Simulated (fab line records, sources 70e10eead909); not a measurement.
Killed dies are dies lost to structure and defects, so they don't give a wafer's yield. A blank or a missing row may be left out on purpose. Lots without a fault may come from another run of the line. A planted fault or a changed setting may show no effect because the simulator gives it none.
fab line records | flow nand_harc
record lots=22 wafers=66 last_day=24
route steps=1159 shown A_CHANNEL_HOLE_D1@471 A_CHANNEL_FILL_D1@493 A_STAIRCASE@530
lots that met no fault: from a run of the same line without faults
start_h: hours from the record's first day to the start of the lot's first wafer shown | wait_h: hours since the lot's step before | " the same as in the row above | L1.1+2: a row that stands for several wafers | - no value, or no start given | * or withheld: withheld | < > ~ a bound
route shown NAME@n: a module of which the file shows steps, and the number in the route of the first | usual: mean/standard deviation of fault-free wafers | same: alike in all rows | chamber/n: place in a boat | sites: the reading at each site | _std_site: their standard deviation | _edge_site: outer sites' mean less inner sites' | radius_mm: how far each site lies from the wafer's centre | mask NAME#n: copy n | behind: the tool/chamber that last shaped the wafer | hold: why the lot was held/for how many hours/how that ended | device: the transistor (n, p or np) that didn't switch | end of line: the same wafers' tests at the end of the route | a step without rows: its recipe alone | killed: dies lost to structure and defects at the first sort, not the wafer's yield | map: a wafer's dies, x killed, . not, _ none there
set.NAME: the setting as run; set.NAME@STEP: as run at that earlier step | model.NAME: the simulator's own value behind a step, which no gauge read
steps of the route over a sample of lots; a table a step, a row a wafer
services: from which hour (start_h, from the record's first day; less than 0 if before it) a tool's chamber was out of use, for how many hours, and why
## steps
# step NHARC_A_CHANNEL_HOLE_D1_ETCH_19
# recipe bias_v=1200 source_w=2500 pressure_mtorr=15 time_s=34.5 ar_flow_sccm=375 c4f8_flow_sccm=28.8 o2_flow_sccm=96.2 temp_c=-20 target_depth_a=* chemistry=C4F8/O2/Ar
# usual drypump_motor_current_A=6.0/0.81 showerhead_plenum_p_Torr=3.76/0.087 temp_c=-20.01/0.11 throttle_valve_pct=37.039/0.009
# columns lot.wafer tool chamber start_h wait_h drypump_motor_current_A rf_hours_counter_h showerhead_plenum_p_Torr temp_c throttle_valve_pct
L075.2 har_etch-02 0 179.96 0.1 4.8 100 3.77 -20.03 37.062
L075.1 " 1 " " 6.8 100 3.83 -20.21 37.044
L075.5 " 0 " " 4.8 - 3.77 -20.00 37.058
L074.1 har_etch-02 0 184.13 2.3 4.8 104 3.76 -20.16 37.049
L074.4 " 1 " " 6.8 - 3.83 -19.89 37.036
L074.6 " 1 " " 6.8 - 3.83 -20.04 37.041
L077.2 har_etch-01 0 191.65 0.1 6.4 192 3.62 -19.80 37.023
L077.1 " 1 " " 6.4 192 3.87 -20.02 37.038
L077.6 " 0 " " 6.3 - 3.62 -19.95 37.021
L076.1 har_etch-02 0 191.78 0.1 4.8 109 3.76 -19.93 37.030
L076.4 " 1 " " 6.8 - 3.82 -19.88 37.045
L076.6 " 0 " " 4.8 - 3.76 -19.99 37.050
L078.1 har_etch-01 1 195.78 2.4 6.3 196 3.87 -19.86 37.025
L078.2 " 0 " " 6.4 196 3.62 -20.08 37.045
L078.3 " 1 " " 6.4 - 3.87 -19.83 37.028
L079.2 har_etch-02 0 200.34 0.1 4.8 113 3.76 -19.74 37.042
L079.4 " 1 " " 6.8 - 3.82 -20.02 37.015
L079.6 " 0 " " 4.8 - 3.76 -19.86 37.044
L080.3 har_etch-01 1 216.10 0.1 6.4 - 3.87 -20.16 37.037
L080.4 " 0 " " 6.4 - 3.62 -19.92 37.041
L080.5 " 1 " " 6.4 - 3.86 -20.12 37.040
L081.1 har_etch-02 0 216.16 0.1 4.8 118 3.76 -20.18 37.055
L081.2 " 1 " " 6.8 118 3.82 -19.95 37.040
L081.6 " 1 " " 6.8 - 3.82 -19.89 37.039
L083.1 har_etch-02 1 225.94 0.1 6.8 122 3.82 -20.04 37.043
L083.3 " 0 " " 4.8 - 3.75 -20.10 37.028
L083.5 " 1 " " 6.8 - 3.82 -20.01 37.036
L084.3 har_etch-01 1 230.07 3.1 6.4 - 3.86 -19.99 37.047
L084.5 " 1 " " 6.4 - 3.86 -20.00 37.039
L084.6 " 0 " " 6.3 - 3.61 -19.91 37.027
L087.2 har_etch-02 1 251.28 0.1 6.8 131 3.81 -19.99 37.035
L087.1 " 0 " " 4.8 131 3.75 -20.10 37.039
L087.4 " 1 " " 6.8 - 3.81 -19.94 37.040
L085.1 har_etch-01 0 251.44 0.1 6.4 221 3.61 -20.07 37.021
L085.3 " 1 " " 6.4 - 3.86 -20.10 37.049
L085.5 " 0 " " 6.4 - 3.61 -19.93 37.059
L086.2 har_etch-02 0 255.45 2.3 4.8 135 3.75 -20.07 37.041
L086.1 " 1 " " 6.8 135 3.81 -19.87 37.037
L086.4 " 0 " " 4.8 - 3.75 -19.97 37.038
L089.3 har_etch-01 1 265.27 0.1 6.4 - 3.85 -20.13 37.042
L089.4 " 0 " " 6.4 - 3.61 -20.10 37.034
L089.5 " 0 " " 6.4 - 3.61 -19.80 37.036
L088.1 har_etch-02 0 266.22 0.1 4.8 140 3.74 -20.13 37.049
L088.4 " 0 " " 4.8 - 3.74 -20.05 37.050
L088.3 " 1 " " 6.8 - 3.81 -19.83 37.043
L091.2 har_etch-01 0 271.34 0.1 6.4 231 3.60 -20.02 37.042
L091.1 " 1 " " 6.4 231 3.85 -19.97 37.045
L091.3 " 1 " " 6.4 - 3.85 -19.87 37.034
L090.1 har_etch-02 1 271.68 0.1 6.8 144 3.80 -20.21 37.049
L090.4 " 0 " " 4.8 - 3.74 -19.85 37.030
L090.3 " 1 " " 6.8 - 3.80 -20.18 37.041
L093.2 har_etch-02 0 294.21 0.1 4.8 153 3.74 -19.95 37.023
L093.4 " 1 " " 6.8 - 3.80 -19.99 37.028
L093.6 " 1 " " 6.8 - 3.80 -20.02 37.041
L094.4 har_etch-01 0 297.88 3.5 6.4 - 3.60 -20.17 37.045
L094.3 " 1 " " 6.4 - 3.85 -19.89 37.039
L094.6 " 1 " " 6.3 - 3.85 -20.06 37.047
L096.1 har_etch-02 0 302.08 0.1 4.8 157 3.73 -20.15 37.046
L096.4 " 0 " " 4.8 - 3.73 -20.12 37.023
L096.3 " 1 " " 6.8 - 3.80 -19.92 37.037
L095.2 har_etch-01 1 303.85 0.1 6.4 242 3.84 -19.91 37.057
L095.1 " 0 " " 6.4 242 3.60 -20.22 37.045
L095.3 " 1 " " 6.4 - 3.84 -19.63 37.024
L097.1 har_etch-02 1 313.67 0.1 6.8 166 3.79 -20.00 37.040
L097.4 " 0 " " 4.8 - 3.73 -20.00 37.031
L097.5 " 0 " " 4.8 - 3.73 -19.99 37.048
# step NHARC_A_CHANNEL_HOLE_D1_ETCH_24
# recipe bias_v=5000 source_w=withheld pressure_mtorr=20 time_s=906.2 ar_flow_sccm=375 c4f8_flow_sccm=93.8 o2_flow_sccm=31.2 temp_c=-20 target_depth_a=15000 chemistry=C4F8/O2/Ar
# usual drypump_motor_current_A=6.0/0.81 showerhead_plenum_p_Torr=3.71/0.083 temp_c=-20.00/0.1 throttle_valve_pct=32.234/0.0098
# columns lot.wafer tool chamber start_h wait_h drypump_motor_current_A rf_hours_counter_h showerhead_plenum_p_Torr temp_c throttle_valve_pct
L075.2 har_etch-02 0 182.08 0.6 4.8 102 3.72 -20.08 32.236
L075.1 " 1 " " 6.8 102 3.78 -19.94 32.252
L075.5 " 0 " " 4.8 - 3.72 -20.15 32.231
L074.1 har_etch-02 0 186.37 0.6 4.8 106 3.72 -19.95 32.233
L074.4 " 1 " " 6.8 - 3.78 -20.03 32.237
L074.6 " 1 " " 6.8 - 3.77 -19.91 32.220
L077.2 har_etch-01 0 193.77 0.6 6.4 194 3.58 -20.08 32.231
L077.1 " 1 " " 6.4 194 3.82 -20.17 32.240
L077.6 " 0 " " 6.4 - 3.58 -20.18 32.229
L076.1 har_etch-02 0 194.02 0.6 4.8 111 3.71 -19.94 32.227
L076.4 " 1 " " 6.9 - 3.77 -20.19 32.224
L076.6 " 0 " " 4.8 - 3.71 -19.88 32.249
L078.1 har_etch-01 1 197.91 0.6 6.3 198 3.82 -20.19 32.238
L078.2 " 0 " " 6.4 198 3.58 -20.09 32.218
L078.3 " 1 " " 6.3 - 3.82 -20.10 32.228
L079.2 har_etch-02 0 202.57 0.6 4.8 115 3.71 -20.02 32.229
L079.4 " 1 " " 6.8 - 3.77 -20.02 32.241
L079.6 " 0 " " 4.8 - 3.71 -20.15 32.254
L081.1 har_etch-02 0 218.29 0.6 4.8 121 3.71 -19.91 32.235
L081.2 " 1 " " 6.8 121 3.77 -19.81 32.223
L081.6 " 1 " " 6.8 - 3.77 -20.01 32.244
L080.3 har_etch-01 1 218.44 0.6 6.4 - 3.81 -20.12 32.242
L080.4 " 0 " " 6.4 - 3.57 -20.01 32.227
L080.5 " 1 " " 6.4 - 3.81 -20.06 32.224
L083.1 har_etch-02 1 228.08 0.6 6.9 124 3.76 -19.81 32.246
L083.3 " 0 " " 4.8 - 3.70 -20.04 32.227
L083.5 " 1 " " 6.8 - 3.76 -19.83 32.229
L084.3 har_etch-01 1 232.43 0.6 6.3 - 3.81 -19.98 32.247
L084.5 " 1 " " 6.4 - 3.81 -19.90 32.250
L084.6 " 0 " " 6.4 - 3.57 -19.95 32.231
L087.2 har_etch-02 1 253.41 0.6 6.8 133 3.76 -19.93 32.237
L087.1 " 0 " " 4.8 133 3.70 -20.04 32.236
L087.4 " 1 " " 6.8 - 3.76 -19.94 32.234
L085.1 har_etch-01 0 253.59 0.6 6.4 223 3.57 -19.89 32.227
L085.3 " 1 " " 6.4 - 3.80 -20.04 32.222
L085.5 " 0 " " 6.4 - 3.57 -19.91 32.229
L086.2 har_etch-02 0 257.57 0.6 4.8 137 3.70 -19.85 32.239
L086.1 " 1 " " 6.8 137 3.76 -20.01 32.229
L086.4 " 0 " " 4.8 - 3.70 -20.05 32.225
L089.3 har_etch-01 1 267.64 0.6 6.4 - 3.80 -19.92 32.230
L089.4 " 0 " " 6.4 - 3.56 -19.90 32.240
L089.5 " 0 " " 6.4 - 3.56 -19.98 32.233
L088.1 har_etch-02 0 268.35 0.6 4.8 142 3.70 -20.04 32.245
L088.4 " 0 " " 4.8 - 3.70 -19.97 32.236
L088.3 " 1 " " 6.8 - 3.75 -20.05 32.251
L091.2 har_etch-01 0 273.44 0.6 6.4 234 3.56 -20.22 32.224
L091.1 " 1 " " 6.4 234 3.80 -20.11 32.244
L091.3 " 1 " " 6.4 - 3.80 -20.06 32.241
L090.1 har_etch-02 1 273.90 0.6 6.8 146 3.75 -19.93 32.220
L090.4 " 0 " " 4.8 - 3.69 -20.09 32.232
L090.3 " 1 " " 6.9 - 3.75 -19.99 32.238
L093.2 har_etch-02 0 296.47 0.6 4.8 155 3.69 -20.18 32.236
L093.4 " 1 " " 6.8 - 3.75 -19.89 32.238
L093.6 " 1 " " 6.8 - 3.75 -19.93 32.242
L094.4 har_etch-01 0 300.23 0.6 6.4 - 3.56 -20.03 32.242
L094.3 " 1 " " 6.3 - 3.79 -20.02 32.230
L094.6 " 1 " " 6.4 - 3.79 -19.99 32.245
L096.1 har_etch-02 0 304.21 0.6 4.8 159 3.69 -20.00 32.233
L096.4 " 0 " " 4.8 - 3.69 -20.03 32.234
L096.3 " 1 " " 6.8 - 3.75 -20.16 32.223
L095.2 har_etch-01 1 306.00 0.6 6.3 244 3.79 -20.09 32.250
L095.1 " 0 " " 6.4 244 3.55 -20.06 32.222
L095.3 " 1 " " 6.4 - 3.79 -19.78 32.251
L097.1 har_etch-02 1 315.81 0.6 6.8 168 3.74 -20.01 32.231
L097.4 " 0 " " 4.8 - 3.68 -19.89 32.247
L097.5 " 0 " " 4.8 - 3.68 -19.94 32.234
# step NHARC_A_CHANNEL_FILL_D1_ALD_03
# recipe target_thk_a=60 pulse_time_s=60 ald_cycles=58 temp_c=630 pressure_torr=2 material=SiNx
# usual precursor_pulse_height_rel=1.002/0.019
# same ald_cycles=58
# columns lot.wafer tool chamber start_h wait_h precursor_pulse_height_rel
L075.1 ald_sin_batch-01 0 - - 0.985
L075.2 " 0 " " 0.989
L075.5 " 0 " " 1.016
L074.1 ald_sin_batch-01 0 - - 0.985
L074.4 " 0 " " 1.001
L074.6 " 0 " " 0.987
L076.1 ald_sin_batch-02 0 - - 1.018
L076.4 " 0 " " 0.969
L076.6 " 0 " " 0.971
L077.1 ald_sin_batch-02 0 - - 1.010
L077.2 " 0 " " 1.000
L077.6 " 0 " " 0.994
L078.1 ald_sin_batch-02 0 - - 1.034
L078.2 " 0 " " 1.007
L078.3 " 0 " " 1.027
L079.2 ald_sin_batch-01 0 - - 0.989
L079.4 " 0 " " 1.009
L079.6 " 0 " " 0.966
L080.3 ald_sin_batch-01 0 - - 1.000
L080.4 " 0 " " 1.018
L080.5 " 0 " " 0.980
L081.1 ald_sin_batch-01 0 - - 1.014
L081.2 " 0 " " 1.034
L081.6 " 0 " " 1.043
L083.1 ald_sin_batch-02 0 - - 0.987
L083.3 " 0 " " 0.996
L083.5 " 0 " " 0.991
L084.3 ald_sin_batch-01 0 - - 1.028
L084.5 " 0 " " 0.979
L084.6 " 0 " " 0.985
L085.1 ald_sin_batch-02 0 - - 0.989
L085.3 " 0 " " 1.025
L085.5 " 0 " " 0.979
L087.1 ald_sin_batch-02 0 - - 0.989
L087.2 " 0 " " 0.995
L087.4 " 0 " " 1.011
L086.1 ald_sin_batch-01 0 - - 1.017
L086.2 " 0 " " 1.010
L086.4 " 0 " " 0.996
L088.1 ald_sin_batch-01 0 - - 1.044
L088.3 " 0 " " 0.977
L088.4 " 0 " " 1.000
L089.3 ald_sin_batch-01 0 - - 0.998
L089.4 " 0 " " 1.006
L089.5 " 0 " " 1.002
L090.1 ald_sin_batch-02 0 - - 1.020
L090.3 " 0 " " 1.022
L090.4 " 0 " " 0.992
L091.1 ald_sin_batch-02 0 - - 1.018
L091.2 " 0 " " 0.998
L091.3 " 0 " " 1.006
L093.2 ald_sin_batch-01 0 - - 1.008
L093.4 " 0 " " 0.990
L093.6 " 0 " " 0.996
L094.3 ald_sin_batch-01 0 - - 1.042
L094.4 " 0 " " 1.001
L094.6 " 0 " " 0.967
L095.1 ald_sin_batch-03 0 - - 1.021
L095.2 " 0 " " 1.008
L095.3 " 0 " " 1.037
L096.1 ald_sin_batch-03 0 - - 1.014
L096.3 " 0 " " 0.994
L096.4 " 0 " " 0.960
L097.1 ald_sin_batch-02 0 - - 1.021
L097.4 " 0 " " 1.010
L097.5 " 0 " " 1.006
# step NHARC_A_STAIRCASE_DESCUM_168
# recipe time_s=3 o2_flow_sccm=200 ar_flow_sccm=0 bias_power_w=0 chemistry=O2
# usual drypump_motor_current_A=5.4/0.39 oes_product_au=1.002/0.0077 rf_vpp_V=58.0/0.79 showerhead_plenum_p_Torr=1.96/0.08 throttle_valve_pct=11.311/0.0088
# columns lot.wafer tool chamber start_h wait_h drypump_motor_current_A oes_product_au rf_hours_counter_h rf_vpp_V showerhead_plenum_p_Torr throttle_valve_pct
L075.2 rie_diel-06 1 236.74 - 5.2 1.000 61 58.1 1.94 11.319
L075.1 " 2 " " 5.3 1.010 60 57.6 2.06 11.312
L075.5 " 1 " " 5.2 0.997 - 58.0 1.93 11.305
L074.1 rie_diel-07 3 242.52 - 5.4 1.002 1 58.8 1.93 11.309
L074.4 " 0 " " 5.7 1.006 1 58.9 1.99 11.304
L074.6 " 2 " " 5.6 0.991 - 60.5 1.98 11.323
L078.1 rie_diel-02 1 248.53 - 5.5 0.985 37 55.7 1.82 11.309
L078.3 " 3 " " 6.1 1.016 34 57.8 1.98 11.311
L078.2 " 0 " " 5.8 0.994 37 57.7 1.85 11.305
L076.1 rie_diel-02 3 248.82 - 6.1 0.994 35 57.7 1.98 11.298
L076.4 " 1 " " 5.5 0.985 37 56.8 1.82 11.319
L076.6 " 3 " " 6.1 0.987 - 57.2 1.98 11.310
L077.1 rie_diel-02 2 252.00 - 5.2 1.009 38 58.4 2.06 11.304
L077.2 " 3 " " 6.1 0.994 36 57.9 1.98 11.313
L077.6 " 2 " " 5.2 1.004 - 58.9 2.06 11.307
L079.4 rie_diel-06 0 258.83 - 5.0 1.004 3 59.0 2.02 11.301
L079.2 " 1 " " 5.2 1.007 3 58.3 1.93 11.296
L079.6 " 1 " " 5.2 1.005 - 58.0 1.93 11.311
L080.3 rie_diel-02 1 271.00 - 5.5 0.992 46 57.2 1.81 11.306
L080.4 " 3 " " 6.1 0.996 43 58.4 1.98 11.318
L080.5 " 1 " " 5.5 0.994 - 56.9 1.81 11.298
L081.2 rie_diel-07 2 271.15 - 5.6 0.997 15 59.3 1.97 11.318
L081.1 " 3 " " 5.5 1.000 14 56.6 1.92 11.297
L081.6 " 1 " " 5.6 1.002 - 57.4 1.93 11.310
L083.1 rie_diel-07 1 283.60 - 5.6 1.007 22 57.2 1.93 11.308
L083.3 " 2 " " 5.6 1.006 17 57.7 1.97 11.319
L083.5 " 3 " " 5.5 1.004 - 59.7 1.92 11.323
L084.3 rie_diel-06 3 291.35 - 4.7 0.997 14 58.8 2.05 11.305
L084.6 " 1 " " 5.2 1.003 - 57.6 1.93 11.316
L084.5 " 3 " " 4.8 0.994 - 58.2 2.05 11.310
L087.2 rie_diel-02 3 311.03 - 6.1 0.989 56 56.8 1.97 11.323
L087.1 " 0 " " 5.9 1.001 58 57.2 1.84 11.303
L087.4 " 1 " " 5.5 0.989 57 57.7 1.81 11.321
L086.1 rie_diel-02 3 311.33 - 6.1 1.007 56 57.9 1.97 11.316
L086.4 " 0 " " 5.8 0.997 58 57.2 1.84 11.313
L086.2 " 1 " " 5.5 0.997 57 56.7 1.81 11.315
L085.1 rie_diel-06 3 311.51 - 4.8 0.998 18 58.2 2.05 11.321
L085.3 " 0 " " 5.0 1.001 14 58.4 2.02 11.314
L085.5 " 3 " " 4.8 1.002 - 57.6 2.05 11.304
L088.1 rie_diel-06 0 322.77 - 5.0 1.005 21 57.7 2.02 11.320
L088.4 " 1 " " 5.2 0.999 26 58.2 1.93 11.312
L088.3 " 3 " " 4.7 0.996 25 57.3 2.05 11.316
L089.3 rie_diel-06 1 326.61 - 5.2 1.004 27 57.7 1.93 11.302
L089.4 " 2 " " 5.3 1.012 27 56.8 2.05 11.309
L089.5 " 1 " " 5.2 1.011 - 58.2 1.93 11.315
L090.1 rie_diel-02 2 326.73 - 5.1 1.013 60 59.1 2.06 11.315
L090.3 " 3 " " 6.1 0.998 64 57.8 1.97 11.321
L090.4 " 1 " " 5.5 0.990 66 56.6 1.81 11.316
L091.2 rie_diel-06 0 326.91 - 5.0 1.015 22 59.1 2.02 11.318
L091.3 " 1 " " 5.3 1.016 27 57.0 1.93 11.311
L091.1 " 2 " " 5.3 1.015 27 58.7 2.05 11.295
L095.3 rie_diel-06 0 357.34 - 5.0 1.012 34 57.9 2.01 11.303
L095.2 " 1 " " 5.2 1.003 38 58.5 1.92 11.302
L095.1 " 2 " " 5.3 1.008 37 58.9 2.04 11.310
L093.2 rie_diel-02 2 357.50 - 5.2 1.001 5 56.4 2.05 11.302
L093.4 " 3 " " 6.1 0.991 5 59.2 1.97 11.320
L093.6 " 1 " " 5.5 0.999 - 57.7 1.80 11.311
L096.3 rie_diel-06 1 357.65 - 5.2 1.001 38 58.2 1.92 11.323
L096.4 " 2 " " 5.3 1.004 37 57.2 2.04 11.320
L096.1 " 3 " " 4.7 0.997 38 57.9 2.04 11.314
L094.4 rie_diel-06 0 361.27 - 5.0 0.999 35 58.8 2.01 11.309
L094.3 " 2 " " 5.3 0.997 40 58.5 2.04 11.328
L094.6 " 1 " " 5.2 1.004 - 58.1 1.92 11.311
L097.4 rie_diel-07 1 371.13 - 5.6 1.008 48 57.3 1.92 11.326
L097.1 " 2 " " 5.6 1.010 51 58.4 1.96 11.304
L097.5 " 3 " " 5.5 1.006 - 59.2 1.91 11.299
# step NHARC_A_STAIRCASE_DESCUM_11
# recipe time_s=3 o2_flow_sccm=200 ar_flow_sccm=0 bias_power_w=0 chemistry=O2
# usual drypump_motor_current_A=5.5/0.34 oes_product_au=1.001/0.0066 rf_vpp_V=57.9/0.99 showerhead_plenum_p_Torr=1.95/0.081 throttle_valve_pct=11.312/0.01
# columns lot.wafer tool chamber start_h wait_h drypump_motor_current_A oes_product_au rf_hours_counter_h rf_vpp_V showerhead_plenum_p_Torr throttle_valve_pct
L075.1 rie_diel-07 2 238.59 - 5.6 1.002 0 60.4 1.98 11.311
L075.2 " 0 " " 5.7 1.003 0 57.8 1.99 11.304
L075.5 " 1 " " 5.6 0.998 - 58.4 1.94 11.308
L074.1 rie_diel-02 2 244.54 - 5.2 1.015 34 58.6 2.07 11.313
L074.4 " 3 " " 6.1 0.999 31 58.2 1.98 11.318
L074.6 " 1 " " 5.5 0.999 - 56.6 1.82 11.319
L078.1 rie_diel-07 0 250.47 - 5.7 1.008 5 59.6 1.99 11.319
L078.3 " 1 " " 5.6 0.994 6 56.9 1.93 11.311
L078.2 " 3 " " 5.4 0.992 5 60.0 1.92 11.326
L076.1 rie_diel-02 1 250.88 - 5.5 0.991 37 58.6 1.82 11.304
L076.4 " 3 " " 6.1 0.994 35 58.5 1.98 11.312
L076.6 " 0 " " 5.8 0.999 - 56.7 1.85 11.321
L077.2 rie_diel-06 3 253.89 - 4.7 0.998 1 60.4 2.05 11.308
L077.1 " 0 " " 5.0 0.999 1 56.5 2.02 11.326
L077.6 " 1 " " 5.2 0.999 - 57.0 1.93 11.307
L079.2 rie_diel-06 1 260.53 - 5.1 1.002 3 57.7 1.93 11.309
L079.4 " 2 " " 5.3 1.006 3 57.5 2.05 11.319
L079.6 " 0 " " 5.0 1.008 - 58.4 2.02 11.322
L080.3 rie_diel-07 3 272.86 - 5.5 0.994 14 57.6 1.92 11.322
L080.4 " 1 " " 5.6 1.003 - 57.7 1.93 11.302
L080.5 " 3 " " 5.5 1.002 - 57.5 1.92 11.299
L081.2 rie_diel-07 1 273.06 - 5.6 1.005 16 57.1 1.93 11.327
L081.1 " 2 " " 5.6 1.003 15 58.8 1.97 11.320
L081.6 " 2 " " 5.6 1.008 - 56.0 1.97 11.334
L083.3 rie_diel-02 1 285.48 - 5.5 0.991 48 56.8 1.81 11.314
L083.1 " 3 " " 6.1 0.997 46 58.5 1.97 11.305
L083.5 " 0 " " 5.8 0.995 - 57.9 1.84 11.297
L084.3 rie_diel-07 1 293.29 - 5.6 0.998 25 58.8 1.93 11.301
L084.6 " 2 " " 5.6 0.994 - 58.6 1.97 11.313
L084.5 " 3 " " 5.5 1.004 - 57.2 1.92 11.331
L087.1 rie_diel-06 1 313.02 - 5.2 1.004 21 56.3 1.93 11.310
L087.4 " 2 " " 5.3 1.006 21 58.8 2.05 11.316
L087.2 " 0 " " 5.0 1.008 16 59.2 2.02 11.312
L086.4 rie_diel-06 1 313.34 - 5.2 1.001 21 57.1 1.93 11.302
L086.2 " 3 " " 4.8 0.989 20 56.4 2.05 11.330
L086.1 " 0 " " 5.0 1.004 16 57.1 2.02 11.310
L085.1 rie_diel-06 2 314.59 - 5.3 1.018 22 59.6 2.05 11.309
L085.3 " 3 " " 4.7 0.998 21 57.4 2.05 11.310
L085.5 " 2 " " 5.3 1.013 - 58.7 2.05 11.320
L088.4 rie_diel-02 0 324.51 - 5.8 0.989 68 56.7 1.84 11.310
L088.1 " 1 " " 5.5 0.995 65 57.0 1.81 11.302
L088.3 " 3 " " 6.1 0.998 63 55.8 1.97 11.299
L089.3 rie_diel-07 3 328.64 - 5.4 1.000 39 58.2 1.91 11.305
L089.5 " 0 " " 5.7 0.999 - 58.5 1.98 11.296
L089.4 " 2 " " 5.6 0.987 - 57.6 1.96 11.297
L091.3 rie_diel-06 0 328.80 - 5.0 0.998 22 56.4 2.01 11.316
L091.2 " 2 " " 5.3 1.007 27 58.1 2.05 11.297
L091.1 " 3 " " 4.7 0.992 27 57.9 2.05 11.314
L090.1 rie_diel-07 3 328.84 - 5.5 0.990 39 57.3 1.91 11.305
L090.3 " 0 " " 5.7 1.000 35 58.4 1.98 11.317
L090.4 " 2 " " 5.6 0.995 - 56.9 1.96 11.324
L095.2 rie_diel-02 1 359.05 - 5.5 0.988 5 57.7 1.81 11.325
L095.1 " 3 " " 6.1 1.003 5 57.5 1.97 11.308
L095.3 " 0 " " 5.9 1.005 6 58.1 1.84 11.307
L096.3 rie_diel-02 0 359.48 - 5.8 1.005 6 55.1 1.84 11.307
L096.1 " 1 " " 5.5 1.000 5 56.6 1.80 11.305
L096.4 " 2 " " 5.2 1.001 5 57.2 2.05 11.309
L093.4 rie_diel-02 3 359.73 - 6.1 1.002 6 57.4 1.97 11.324
L093.2 " 0 " " 5.8 1.005 6 57.5 1.84 11.300
L093.6 " 3 " " 6.1 1.001 - 58.3 1.97 11.314
L094.3 rie_diel-07 3 363.48 - 5.5 0.999 51 57.6 1.91 11.313
L094.4 " 1 " " 5.6 1.008 46 57.6 1.92 11.320
L094.6 " 0 " " 5.7 1.004 - 57.8 1.98 11.331
L097.1 rie_diel-06 2 373.02 - 5.3 1.007 44 58.8 2.04 11.311
L097.4 " 1 " " 5.2 0.996 44 59.0 1.92 11.322
L097.5 " 2 " " 5.3 1.008 - 57.7 2.04 11.301
# step NHARC_A_STAIRCASE_STRIP_175
# recipe power_w=1500 temp_c=250 chemistry=O2
# usual drypump_motor_current_A=5.8/0.45 heater_power_w=302/27 temp_c=249.98/0.16
# columns lot.wafer tool chamber start_h wait_h drypump_motor_current_A heater_power_w rf_hours_counter_h temp_c
L075.1 plasma_asher-02 0 240.95 0.1 5.8 281 16 250.14
L075.2 " 1 " " 6.1 350 16 249.96
L075.5 " 1 " " 6.1 347 - 250.17
L074.1 plasma_asher-01 1 248.83 0.1 5.1 295 50 250.07
L074.4 " 0 " " 6.2 276 - 249.76
L074.6 " 0 " " 6.3 270 - 249.78
L078.1 plasma_asher-01 1 253.41 0.1 5.1 299 53 249.87
L078.2 " 0 " " 6.3 271 53 249.67
L078.3 " 1 " " 5.1 303 - 250.09
L076.1 plasma_asher-02 0 253.76 0.1 5.8 282 22 250.09
L076.4 " 0 " " 5.8 283 - 249.86
L076.6 " 1 " " 6.1 351 - 249.85
L077.2 plasma_asher-02 1 256.34 0.1 6.1 339 23 249.97
L077.1 " 0 " " 5.8 287 23 249.97
L077.6 " 1 " " 6.1 351 - 249.76
L079.2 plasma_asher-02 0 263.71 0.1 5.8 278 26 249.94
L079.4 " 1 " " 6.1 343 - 250.21
L079.6 " 0 " " 5.8 282 - 250.00
L080.4 plasma_asher-01 0 275.83 0.2 6.2 276 - 250.34
L080.3 " 1 " " 5.1 293 - 249.83
L080.5 " 1 " " 5.1 306 - 249.98
L081.1 plasma_asher-02 0 276.21 0.1 5.7 279 30 249.81
L081.2 " 1 " " 6.1 349 30 249.83
L081.6 " 1 " " 6.1 343 - 250.04
L083.1 plasma_asher-01 0 289.47 0.1 6.2 285 2 249.91
L083.3 " 0 " " 6.2 276 - 250.11
L083.5 " 1 " " 5.1 298 - 249.82
L084.3 plasma_asher-02 0 295.58 0.2 5.8 277 - 249.84
L084.6 " 0 " " 5.8 276 - 249.98
L084.5 " 1 " " 6.1 344 - 250.07
L087.1 plasma_asher-01 1 315.53 0.1 5.2 306 10 250.18
L087.2 " 0 " " 6.3 277 10 249.76
L087.4 " 1 " " 5.2 297 - 250.11
L086.2 plasma_asher-01 0 316.29 0.1 6.2 274 10 249.93
L086.1 " 1 " " 5.2 303 10 249.99
L086.4 " 1 " " 5.1 305 - 250.08
L085.1 plasma_asher-02 0 317.64 0.1 5.8 277 43 249.93
L085.3 " 0 " " 5.8 286 - 249.88
L085.5 " 0 " " 5.8 289 - 249.88
L088.1 plasma_asher-01 1 327.06 0.3 5.2 306 13 249.95
L088.4 " 0 " " 6.2 280 - 249.95
L088.3 " 1 " " 5.1 296 - 249.96
L089.4 plasma_asher-01 1 331.93 0.2 5.1 313 - 249.96
L089.3 " 0 " " 6.3 282 - 249.80
L089.5 " 1 " " 5.2 292 - 249.77
L090.1 plasma_asher-02 0 332.17 0.1 5.8 288 48 250.01
L090.3 " 0 " " 5.8 285 - 250.22
L090.4 " 1 " " 6.1 350 - 250.06
L091.2 plasma_asher-01 0 332.83 0.1 6.2 283 15 249.59
L091.1 " 1 " " 5.2 302 15 250.02
L091.3 " 1 " " 5.1 311 - 249.97
L095.2 plasma_asher-01 0 361.41 0.1 6.2 286 24 250.07
L095.1 " 1 " " 5.1 308 24 249.83
L095.3 " 0 " " 6.3 281 - 249.76
L096.1 plasma_asher-01 0 362.90 0.3 6.3 276 26 249.84
L096.3 " 0 " " 6.3 280 - 249.77
L096.4 " 1 " " 5.1 297 - 249.87
L093.2 plasma_asher-01 1 363.18 0.3 5.1 305 26 249.81
L093.4 " 1 " " 5.1 303 - 250.32
L093.6 " 0 " " 6.2 278 - 250.13
L094.3 plasma_asher-01 1 366.77 0.9 5.2 314 - 249.85
L094.4 " 0 " " 6.3 280 - 249.97
L094.6 " 1 " " 5.1 309 - 250.04
L097.1 plasma_asher-02 0 375.67 0.1 5.8 288 2 249.86
L097.4 " 0 " " 5.8 294 - 250.11
L097.5 " 1 " " 6.1 354 - 250.00
## services
# columns tool chamber start_h hours kind
rie_diel-06 - 165.24 0.6 repair
rie_diel-02 - 182.41 0.1 repair
plasma_asher-02 - 183.13 9.0 pm
rie_diel-07 - 196.24 11.1 repair
rie_diel-06 - 199.66 3.1 repair
ald_sin_batch-03 - 207.24 26.8 repair
rie_diel-07 3 217.21 9.3 repair
rie_diel-02 2 222.54 2.5 repair
rie_diel-07 - 228.36 9.0 pm
rie_diel-02 3 235.05 5.9 repair
rie_diel-06 - 241.85 9.0 pm
rie_diel-02 - 258.59 0.4 repair
rie_diel-07 0 271.98 11.8 repair
plasma_asher-01 - 276.02 9.0 pm
rie_diel-06 0 284.88 9.7 repair
har_etch-01 - 292.73 5.1 repair
rie_diel-06 - 300.37 1.9 repair
har_etch-01 - 308.03 17.0 pm
har_etch-01 0 308.03 17.0 vent_cycle
har_etch-01 1 308.03 17.0 vent_cycle
ald_sin_batch-03 - 315.36 26.0 pm
rie_diel-02 - 327.83 9.0 pm
plasma_asher-02 - 360.13 9.0 pm
ald_sin_batch-01 - 362.03 2.7 repair
## key
fault none
